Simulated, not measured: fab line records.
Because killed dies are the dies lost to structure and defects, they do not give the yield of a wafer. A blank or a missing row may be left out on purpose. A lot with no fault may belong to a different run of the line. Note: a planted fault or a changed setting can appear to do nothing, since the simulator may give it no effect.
Struck lot and sound lot, side by side :: flow n5_finfet :: 40 steps out of a route of 1938
Sound: wafers L660.2, L660.3, L660.5. Struck: wafer L657.1. (L657.3, L657.5 of the same lot were not struck and are left out.) The cause comes at the end.
Each step with rows lists, per side, the tool, then ch with its chambers, then its first start. Under that, the readings that differ: sound wafers :: struck wafers :: difference of the means :: sigmas: that difference in standard deviations of wafers without a fault.
alike: readings with means less than 2 such deviations apart, plus words and numbers identical on both sides. not compared: withheld readings, readings lacking a value on some wafer, bounds such as >300 that could conceal the same value, and numbers that have no deviation in the record and whose values overlap.
A row with sigmas, a row that says differs or no value, or rows on one side alone: a step with any of these is where the two part. Numbers that don't overlap but have no deviation are shown without sigmas and don't part them. A reading missing from all wafers of one side parts the sides only when that side holds two or more wafers.

first, 9 steps without rows for these wafers: N5_BEOL_M4_ANNEAL_95 (time 240 s); N5_BEOL_M4_SPUTTER_96 (material Cu, target thk 4.5 nm, time 8.29 s); N5_BEOL_M4_ECD_50 (material Cu, target thk 300 nm); N5_BEOL_M4_ANNEAL_51 (time 90 s); N5_BEOL_M4_CMP_52 (polishes, stops on SiOC, t overpolish 6.8 s, target thk 40 nm); N5_BEOL_M4_PRE_CLEAN_60 (time 15 s); N5_BEOL_M4_CO_CAP_55 (material Co, precursor CCTBA/H2, target thk 2 nm, time 102.1 s); N5_BEOL_M4_PRE_CLEAN_56 (time 15 s); N5_BEOL_M4_DEP_57 (deposits SiCN from 3MS/NH3, target thk 8 nm, time 14 s).
N5_BEOL_M4_RC_MEAS_101:
  sound on prober-02 ch 0, day 12 08:04; struck on prober-02 ch 0, day 11 18:33
reading: ION_N (uA/um)
sound: 689 685 686
struck: 670
difference: -17
sigmas: -2

reading: VT_N (mV)
sound: 248.2 244.8 248.6
struck: 252.4
difference: +5.2
sigmas: +2
  alike: DIBL_N, DIBL_P, IOFF_N, IOFF_P, ION_P, SS_N, SS_P, VT_P
then, 24 steps without rows for these wafers: N5_BEOL_M5_ILD_DEP_00 (deposits SiCOH lowk from DEMS/porogen, target thk 140.64 nm, time 25.9 s); N5_BEOL_M5_CURE_79 (cures SiCOH lowk, time 240 s); N5_BEOL_M5_PECVD_70 (deposits SiO2 from TEOS/O2, target thk 16 nm, time 18 s); N5_BEOL_M5_HM_DEP_02 (deposits TiN, target thk 20 nm); N5_BEOL_M5_COAT_59 (time 60 s, resist thk 60 nm); N5_BEOL_M5_COAT_60 (time 60 s, resist thk 12 nm); N5_BEOL_M5_COAT_71 (time 60 s, resist thk 5 nm); N5_BEOL_M5_COAT_05 (resist thk 30 nm); N5_BEOL_M5_EBR_07; N5_BEOL_M5_SOFTBAKE_06 (time 60 s); N5_BEOL_M5_EXPOSE_08 (exposes mask M5, target cd 28 nm); N5_BEOL_M5_PEB_09 (peb time 60 s); N5_BEOL_M5_DEVELOP_10 (develop time 30 s); N5_BEOL_M5_DESCUM_16 (chemistry O2, time 7 s); N5_BEOL_M5_ETCH_72 (etches underlayer in N2/H2, target depth 6.5 nm, time 5.2 s); N5_BEOL_M5_ETCH_61 (etches SiARC in CF4, target depth 15.6 nm, time 26 s); N5_BEOL_M5_ETCH_62 (etches SOC in N2/H2, target depth 75 nm, overetch 15 nm, time 112.5 s); N5_BEOL_M5_STRIP_63 (strips in N2/H2); N5_BEOL_M5_STRIP_73 (strips in N2/H2); N5_BEOL_M5_STRIP_64 (strips in CF4); N5_BEOL_M5_HM_OPEN_17 (chemistry Cl2/BCl3, target TiN, target depth 20 nm, overetch 6 nm); N5_BEOL_M5_STRIP_19 (strips in O2); N5_BEOL_M5_COAT_65 (time 60 s, resist thk 60 nm); N5_BEOL_M5_COAT_66 (time 60 s, resist thk 12 nm).
-- a jump in the record: the struck wafers' starts before and after are 4 days apart (it breaks off in module BEOL_M5 and resumes in module BEOL_M15, where the first step shown is number 1809 of the route) --
N5_BEOL_M15_TRENCH_ETCH_34: etches SiO2 in C4F8/O2/Ar, target depth 872.93 nm, time 199 s.
  sound on rie_diel-04 ch 0,1,2, day 15 18:50; struck on rie_diel-06 ch 2, day 15 18:38
reading: model.etch.depth_nm (nm)
sound: 874.2 858.7 899.4
struck: 537
difference: -340
sigmas: 

reading: model.coat_of_BEOL_M15_COAT_22.thk_nm (nm)
sound: 542.8 545.8 534
struck: 610
difference: +69
sigmas: 

reading: model.BEOL_M15.cd_nm (nm)
sound: 403.2 403.8 404
struck: 396.8
difference: -6.9
sigmas: 
  alike: drypump_motor_current_A, he_outer_torr, oes_ar_750_au, oes_product_au, rf_vpp_V, showerhead_plenum_p_Torr, throttle_valve_pct
  not compared: rf_fwd_power_W, rf_hours_counter_h
N5_BEOL_M15_ETCH_38: etches SiCN in CF4/N2, target depth 106.4 nm, time 120.5 s.
  sound on rie_diel-04 ch 0,1; struck on rie_diel-03 ch 2
reading: model.BEOL_M15.cd_nm (nm)
sound: 403.2 403.6 403.8
struck: 396.6
difference: -6.9
sigmas: 
  alike: drypump_motor_current_A, oes_product_au, rf_fwd_power_W, rf_vpp_V, showerhead_plenum_p_Torr, throttle_valve_pct
  not compared: rf_hours_counter_h
N5_BEOL_M15_CMP_49: polishes, stops on SiO2, t overpolish 4.9 s, target thk 850 nm.
  sound on cmp-02 ch 0,3, day 15 21:22; struck on cmp-01 ch 2, day 15 23:50
reading: model.Cu_of_BEOL_M15_ECD_47.thk_nm (nm)
sound: 850.4 836.6 876.8
struck: 515.6
difference: -339.0
sigmas: 
  alike: edge_zone_pressure_frac, head_pressure_psi, motor_current_A
  not compared: pad_life_wafers
N5_BEOL_M15_THK_MEAS_50: measures by xrf.
  sound on film_metro-01, day 15 21:40; struck on film_metro-01, day 16 00:05
reading: M15_THK (nm)
sound: 846 834 869
struck: 510
difference: -340
sigmas: -24
N5_BEOL_M15_RS_MEAS_54: measures by four-point-probe.
  sound on film_metro-02, day 15 21:47; struck on film_metro-02, day 16 00:15
reading: M15_RS (ohm/sq)
sound: 0.0216 0.0219 0.0209
struck: 0.0359
difference: +0.0144
sigmas: +45
N5_PASSIVATION_PROBE_49:
  sound on prober-01, day 16 14:26; struck on prober-02, day 16 15:07
reading: defect_limited_yield (%)
sound: 92.5 90.7 93.0
struck: 86.8
difference: -5.3
sigmas: -3

reading: killed_at_M4_up
sound: 18 9 14
struck: 38
difference: +24
sigmas: +4

reading: killed_dies
sound: 89 110 83
struck: 156
difference: +62
sigmas: +3

reading: killed_on_rim
sound: 6 14 11
struck: 22
difference: +12
sigmas: +3

reading: killed_open
sound: 60 75 51
struck: 93
difference: +31
sigmas: +2

reading: sort_bin_5_function (%)
sound: 4.2 5.4 4.0
struck: 7.9
difference: +3.4
sigmas: +3

reading: sort_bin_8_speed (%)
sound: 0 0 0
struck: 1.53
difference: +1.53
sigmas: 

reading: sort_n_pass
sound: 1091 1070 1097
struck: 1024
difference: -62
sigmas: -3
  alike: killed_at_M0_to_M3, killed_at_contacts, killed_at_front_end, killed_at_other, killed_short, sort_bin_6_memory

WHERE THEY PART
First at N5_BEOL_M4_RC_MEAS_101; last, within this record, at N5_PASSIVATION_PROBE_49.

WHY: what the simulator had put in
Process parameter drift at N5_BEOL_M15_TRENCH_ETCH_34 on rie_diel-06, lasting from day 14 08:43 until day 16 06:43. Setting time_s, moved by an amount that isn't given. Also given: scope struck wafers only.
